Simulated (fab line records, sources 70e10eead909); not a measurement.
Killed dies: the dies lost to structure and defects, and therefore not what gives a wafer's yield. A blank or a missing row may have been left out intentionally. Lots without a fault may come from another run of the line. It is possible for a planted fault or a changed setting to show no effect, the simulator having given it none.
fab line records    flow nand-harc
record: lots: 12  wafers: 36  last-day: 33
route steps=1302 shown A_M1@1189 A_BONDPAD@1203 END@1302
lots with no fault: from the same line, run without faults
start-h: start of the lot's first displayed wafer, in hours after the record's first day    wait-h: hours from the lot's prior step to this one    " same as the row above    L1.1+2: a row that stands for several wafers    - no value, or no start given    * or withheld: withheld    < > ~ a bound
route shown NAME@n: names a module that has steps shown in the file, with the first one's number in the route    usual: mean and standard deviation over wafers with no fault    same: alike in all rows    chamber/n: place in a boat    sites: each site's reading    _std_site: standard deviation across them    _edge_site: the outer-site mean with the inner-site mean subtracted    radius-mm: for every site, how far away it sits from the centre of the wafer    mask NAME#n: copy n    behind: the last tool/chamber to shape the wafer    hold: what put the lot on hold/how long, in hours/how the hold closed    device: which transistor (n, p or np) failed to switch    end of line: the same wafers' tests at the end of the route    a step given without rows: its recipe and nothing more    killed: dies that structure and defects cost at the first sort, which is not the same as the wafer's yield    map: dies across one wafer; x = killed, . = not, _ = none there
set.NAME: setting as actually run; set.NAME@STEP: the setting as run at that earlier step    model.NAME: the simulator's own value behind a step, which no gauge read
one table for each step of the route and one row for each wafer, over a sample of lots
services: the hour from which a tool's chamber was out of use, counted from the record's first day as start-h (under 0 if before that day), plus the number of hours and why
== steps ==
step: NHARC_A_M1_DEGAS_29
recipe: temp-c: 250  time-s: 60
usual: heater-power-w: 337/30
lot.wafer  tool            chamber  start-h  wait-h  heater-power-w
L433.1     pvd-sputter-01  -        537.16   -       304
L433.3     "               -        "        "       333
L433.6     "               -        "        "       384
L432.2     pvd-sputter-02  -        538.07   -       363
L432.1     "               -        "        "       300
L432.5     "               -        "        "       387
L434.2     pvd-sputter-02  -        560.25   -       396
L434.1     "               -        "        "       290
L434.5     "               -        "        "       394
L436.4     pvd-sputter-01  -        567.10   -       331
L436.3     "               -        "        "       318
L436.6     "               -        "        "       310
L435.4     pvd-sputter-02  -        571.34   -       293
L435.6     "               -        "        "       394
L435.5     "               -        "        "       363
L437.4     pvd-sputter-03  -        599.90   -       365
L437.2     "               -        "        "       324
L437.5     "               -        "        "       344
L446.4     pvd-sputter-01  -        673.01   -       373
L446.2     "               -        "        "       298
L446.5     "               -        "        "       369
L449.1     pvd-sputter-01  -        696.79   -       335
L449.3     "               -        "        "       369
L449.5     "               -        "        "       288
L450.3     pvd-sputter-01  -        710.50   -       362
L450.5     "               -        "        "       295
L450.6     "               -        "        "       329
L451.4     pvd-sputter-03  -        718.95   -       345
L451.1     "               -        "        "       314
L451.5     "               -        "        "       355
L452.1     pvd-sputter-01  -        740.03   -       339
L452.4     "               -        "        "       292
L452.5     "               -        "        "       336
L454.4     pvd-sputter-03  -        764.77   -       333
L454.3     "               -        "        "       320
L454.1     "               -        "        "       345
step: NHARC_A_M1_ECD_22
recipe: target-thk-a: 4000  bath-temp-c: 25  material: Cu
usual: bath-heat-duty-pct: 6.1/0.55
lot.wafer  tool       chamber  start-h  wait-h  bath-heat-duty-pct
L433.1     ecd-cu-02  0        537.56   -       6.7
L433.3     "          1        "        "       5.6
L433.6     "          1        "        "       5.3
L432.1     ecd-cu-02  1        538.43   -       6.3
L432.2     "          0        "        "       6.3
L432.5     "          1        "        "       6.1
L434.2     ecd-cu-02  0        560.60   -       7.2
L434.1     "          1        "        "       4.8
L434.5     "          1        "        "       5.3
L436.4     ecd-cu-02  1        567.68   -       6.4
L436.3     "          0        "        "       6.4
L436.6     "          0        "        "       5.9
L435.4     ecd-cu-02  1        571.83   -       5.7
L435.6     "          0        "        "       6.4
L435.5     "          1        "        "       4.5
L437.2     ecd-cu-01  0        600.25   -       6.6
L437.4     "          1        "        "       5.5
L437.5     "          1        "        "       5.7
L446.2     ecd-cu-01  0        673.37   -       6.3
L446.4     "          1        "        "       6.2
L446.5     "          0        "        "       5.0
L449.1     ecd-cu-01  0        697.13   -       6.6
L449.3     "          1        "        "       6.0
L449.5     "          1        "        "       6.2
L450.3     ecd-cu-02  0        710.93   -       6.1
L450.6     "          0        "        "       6.0
L450.5     "          1        "        "       5.3
L451.1     ecd-cu-02  0        719.31   -       6.6
L451.4     "          0        "        "       5.5
L451.5     "          1        "        "       5.8
L452.1     ecd-cu-02  1        740.38   -       5.1
L452.4     "          1        "        "       6.2
L452.5     "          0        "        "       6.5
L454.1     ecd-cu-01  0        765.14   -       6.6
L454.4     "          0        "        "       6.7
L454.3     "          1        "        "       5.7
step: NHARC_A_M1_CMP_23
recipe: t-overpolish-s: 20  target-thk-nm: 154.34
usual: motor-current-A: 12.2/1.1  time-to-endpoint-s: 30/3.6
lot.wafer  tool    chamber  start-h  wait-h  motor-current-A  time-to-endpoint-s
L433.1     cmp-03  0        538.23   -       12.0             28
L433.3     "       2        "        "       13.5             32
L433.6     "       1        "        "       13.6             28
L432.1     cmp-03  0        539.18   -       12.0             26
L432.2     "       1        "        "       13.1             32
L432.5     "       3        "        "       10.8             31
L434.1     cmp-01  1        561.35   -       12.4             37
L434.2     "       2        "        "       11.3             30
L434.5     "       0        "        "       13.1             29
L436.3     cmp-01  2        568.53   -       11.2             25
L436.4     "       3        "        "       11.2             24
L436.6     "       3        "        "       11.0             26
L435.4     cmp-03  1        572.40   -       13.6             33
L435.5     "       1        "        "       13.3             33
L435.6     "       2        "        "       13.1             31
L437.2     cmp-03  3        600.96   -       10.7             35
L437.4     "       0        "        "       12.2             30
L437.5     "       3        "        "       11.6             36
L446.4     cmp-03  1        674.09   -       13.8             31
L446.2     "       0        "        "       12.5             53
L446.5     "       1        "        "       14.1             60
L449.1     cmp-01  3        697.86   -       11.5             52
L449.3     "       2        "        "       11.6             27
L449.5     "       0        "        "       13.7             27
L450.3     cmp-01  0        711.61   -       14.2             30
L450.6     "       2        "        "       10.9             27
L450.5     "       3        "        "       11.4             30
L451.1     cmp-02  2        720.03   -       12.2             37
L451.4     "       1        "        "       11.5             29
L451.5     "       2        "        "       11.8             38
L452.1     cmp-02  1        741.10   -       11.4             27
L452.4     "       3        "        "       10.4             23
L452.5     "       2        "        "       12.2             29
L454.3     cmp-03  1        765.86   -       13.3             30
L454.1     "       2        "        "       13.8             32
L454.4     "       3        "        "       10.8             35
step: NHARC_A_M1_PRE_CLEAN_32
recipe: time-s: 12  temp-c: 370  rf-power-w: 300  gas: NH3
usual: heater-power-w: 677/49
lot.wafer  tool      chamber  start-h  wait-h  heater-power-w
L433.3     pecvd-02  0        538.77   0.1     577
L433.1     "         2        "        "       684
L433.6     "         0        "        "       578
L432.2     pecvd-04  1        539.69   0.1     646
L432.1     "         0        "        "       738
L432.5     "         0        "        "       744
L434.1     pecvd-03  0        561.87   0.1     662
L434.2     "         1        "        "       692
L434.5     "         0        "        "       648
L436.3     pecvd-03  2        569.09   0.1     697
L436.6     "         1        "        "       692
L436.4     "         0        "        "       659
L435.4     pecvd-04  0        572.98   0.1     640
L435.5     "         1        "        "       650
L435.6     "         2        "        "       672
L437.2     pecvd-04  0        601.82   0.4     629
L437.5     "         0        "        "       621
L437.4     "         2        "        "       686
L446.2     pecvd-03  0        674.65   0.1     605
L446.4     "         1        "        "       732
L446.5     "         2        "        "       644
L449.1     pecvd-02  0        698.41   0.1     598
L449.3     "         1        "        "       703
L449.5     "         0        "        "       608
L450.3     pecvd-03  2        712.11   0.1     615
L450.5     "         2        "        "       612
L450.6     "         0        "        "       674
L451.1     pecvd-04  1        720.57   0.1     669
L451.5     "         1        "        "       686
L451.4     "         0        "        "       805
L452.1     pecvd-02  2        741.66   0.1     695
L452.4     "         0        "        "       637
L452.5     "         1        "        "       673
L454.1     pecvd-03  1        766.40   0.1     618
L454.3     "         0        "        "       656
L454.4     "         1        "        "       610
step: NHARC_A_BONDPAD_CMP_29
recipe: target-thk-nm: 200  material: SiCN
usual: motor-current-A: 12.0/1.2
lot.wafer  tool    chamber  start-h  wait-h  motor-current-A
L433.1     cmp-04  2        539.81   -       11.1
L433.3     "       1        "        "       10.8
L433.6     "       2        "        "       10.7
L432.2     cmp-03  0        540.74   -       12.3
L432.1     "       2        "        "       13.6
L432.5     "       0        "        "       12.3
L434.1     cmp-01  1        562.90   -       11.8
L434.2     "       0        "        "       14.0
L434.5     "       1        "        "       12.4
L436.4     cmp-01  1        570.13   -       12.6
L436.3     "       3        "        "       11.0
L436.6     "       1        "        "       12.5
L435.4     cmp-01  0        574.03   -       13.3
L435.6     "       2        "        "       11.3
L435.5     "       3        "        "       11.0
L437.4     cmp-03  1        602.86   -       13.8
L437.2     "       0        "        "       11.8
L437.5     "       1        "        "       14.4
L446.2     cmp-03  2        675.65   -       13.3
L446.4     "       0        "        "       11.7
L446.5     "       3        "        "       10.5
L449.3     cmp-03  0        699.47   -       12.5
L449.1     "       1        "        "       13.2
L449.5     "       0        "        "       12.4
L450.3     cmp-03  3        713.21   -       10.7
L450.6     "       0        "        "       13.0
L450.5     "       1        "        "       13.3
L451.1     cmp-01  0        721.63   -       13.2
L451.4     "       2        "        "       10.4
L451.5     "       3        "        "       10.5
L452.1     cmp-01  3        742.70   -       11.1
L452.4     "       1        "        "       12.3
L452.5     "       3        "        "       11.8
L454.1     cmp-03  3        767.44   -       10.7
L454.3     "       0        "        "       12.2
L454.4     "       2        "        "       14.2
step: NHARC_END_SORT_01
recipe: temp-c: 25
usual: defect-limited-yield: 91.2/2.6  killed-at-array: 55/17  killed-at-other: 0.9/1.2  killed-at-periphery: 3.7/2.5  killed-dies: 59/18  killed-open: 3.4/1.9  killed-short: 2.6/1.6  sort_bin_2_pct: 3.1/1.2  sort_bin_3_pct: 0.7/0.4  sort_bin_4_pct: 4.9/1.4  sort-n-pass: 618/18  sort-rim-yield-pct: 93/3.7  sort-yield-pct: 91.2/2.6
same: gross-dies: 677  sort_bin_5_pct[%]: 0  sort_bin_6_pct[%]: 0  sort_bin_7_pct[%]: 0  sort_bin_8_pct[%]: 0  sort-rim-n-gross: 106.00
lot.wafer  tool       chamber  start-h  wait-h  defect-limited-yield[%]  killed-at-array  killed-at-other  killed-at-periphery  killed-dies  killed-open  killed-short  sort_bin_2_pct[%]  sort_bin_3_pct[%]  sort_bin_4_pct[%]  sort-n-pass  sort-rim-yield-pct[%]  sort-yield-pct[%]
L449.1     prober-02  0        731.48   2.5     90.7                     59               0                4                    63           6            2             3.5                0.4                5.3                614          98                     90.7
L449.3     prober-02  0        733.09   3.1     91.4                     54               0                4                    58           2            6             3.4                1.0                4.1                619          95                     91.4
L449.5     prober-02  0        734.71   3.7     92.0                     50               0                4                    54           4            4             2.2                0.4                5.3                623          96                     92.0
L450.3     prober-02  0        745.56   3.1     86.0                     89               1                5                    95           5            8             4.7                1.0                8.3                582          94                     86.0
L450.5     prober-02  0        747.17   3.7     89.2                     72               0                1                    73           0            4             3.5                1.5                5.8                604          87                     89.2
L450.6     prober-02  0        747.98   4.0     87.1                     82               0                5                    87           5            6             3.7                1.6                7.5                590          94                     87.1
killed by level:class
L449.1 A_CHANNEL_HOLE_D1:chamber-film-flake=37 A_SLIT:chamber-film-flake=5 A_STAIRCASE:chamber-film-flake=4 A_CHANNEL_FILL_D1:chamber-film-flake=3 A_WL_FILL:geometric-particle:open=2 P_M1:chamber-film-flake=2 A_DECK1_JOINT:chamber-film-flake=2 A_CONTACT:chamber-film-flake=2
L449.3 A_CHANNEL_HOLE_D1:chamber-film-flake=32 A_CONTACT:chamber-film-flake=4 A_SLIT:chamber-film-flake=3 A_CHANNEL_FILL_D2:geometric-particle:short=2 A_WL_FILL:geometric-particle:short=2 P_M1:chamber-film-flake=2 A_CHANNEL_FILL_D1:chamber-film-flake=2 A_DECK1_JOINT:chamber-film-flake=2
L449.5 A_CHANNEL_HOLE_D1:chamber-film-flake=32 A_CONTACT:chamber-film-flake=4 A_DECK1_JOINT:geometric-particle:short=2 A_BLC:chamber-film-flake=2 A_CHANNEL_HOLE_D2:chamber-film-flake=2 P_CONTACT:geometric-particle:open=1 A_CHANNEL_FILL_D1:geometric-particle:open=1 A_DECK1_JOINT:geometric-particle:open=1
L450.3 A_SLIT:chamber-film-flake=32 A_CHANNEL_HOLE_D1:chamber-film-flake=27 A_CONTACT:chamber-film-flake=10 A_STAIRCASE:chamber-film-flake=7 A_CHANNEL_FILL_D1:geometric-particle:short=3 A_ONON_D2:geometric-particle:short=2 P_GATE:geometric-particle:short=1 P_CONTACT:geometric-particle:open=1
L450.5 A_CHANNEL_HOLE_D1:chamber-film-flake=34 A_SLIT:chamber-film-flake=22 A_CONTACT:chamber-film-flake=7 A_STAIRCASE:chamber-film-flake=3 A_WL_FILL:chamber-film-flake=2 P_M2:geometric-particle:short=1 A_ONON_D1:geometric-particle:short=1 A_CHANNEL_FILL_D1:geometric-particle:short=1
L450.6 A_SLIT:chamber-film-flake=27 A_CHANNEL_HOLE_D1:chamber-film-flake=26 A_STAIRCASE:chamber-film-flake=9 A_CONTACT:chamber-film-flake=8 A_CHANNEL_FILL_D1:geometric-particle:short=2 P_GATE:chamber-film-flake=2 P_STI:geometric-particle:short=1 P_GATE:geometric-particle:open=1
== services ==
tool            chamber  start-h  hours  kind
cmp-03          -        541.63   3.1    repair
pecvd-03        -        547.00   13.0   pm
cmp-03          -        554.37   4.0    pm
pecvd-03        0        571.66   3.6    repair
cmp-01          -        577.50   4.0    pm
pvd-sputter-01  -        582.00   10.0   pm
ecd-cu-02       -        596.04   8.0    pm
ecd-cu-01       -        614.85   2.6    repair
cmp-03          -        624.30   2.3    repair
pvd-sputter-01  -        625.73   0.6    repair
pecvd-04        -        631.52   13.0   pm
cmp-03          -        638.98   0.4    repair
pecvd-04        -        651.56   5.4    repair
cmp-03          -        652.37   4.0    pm
ecd-cu-02       -        672.05   9.7    repair
cmp-01          -        675.50   4.0    pm
cmp-03          -        693.22   3.1    repair
cmp-01          -        704.39   0.7    repair
cmp-03          -        706.24   2.2    repair
pecvd-03        -        728.00   13.0   pm
cmp-03          -        740.40   5.7    repair
pvd-sputter-01  -        740.82   4.2    repair
cmp-03          -        750.37   4.0    pm
pvd-sputter-01  -        760.00   10.0   pm
== key ==
first-sign: step: NHARC_A_M1_CMP_23  reading: time-to-endpoint-s  direction: up  sigmas: 7.1  usual: *  struck: *
effect none on later readings
met-at NHARC_A_M1_ECD_22
struck-lots L446,L449
struck-wafers L446.2,L446.5,L449.1
not-acting-at NHARC_A_M1_DEGAS_29,NHARC_A_M1_PRE_CLEAN_32,NHARC_A_BONDPAD_CMP_29
onset-between 600.25 673.37
fault: kind: process-parameter-drift  tool: ecd-cu-01  chamber: 0  onset-h: 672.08  steps: NHARC_A_M1_ECD_22  channel: target-thk-a  offset: *  shape: step  end-h: 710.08  acts-in: *  stated: *
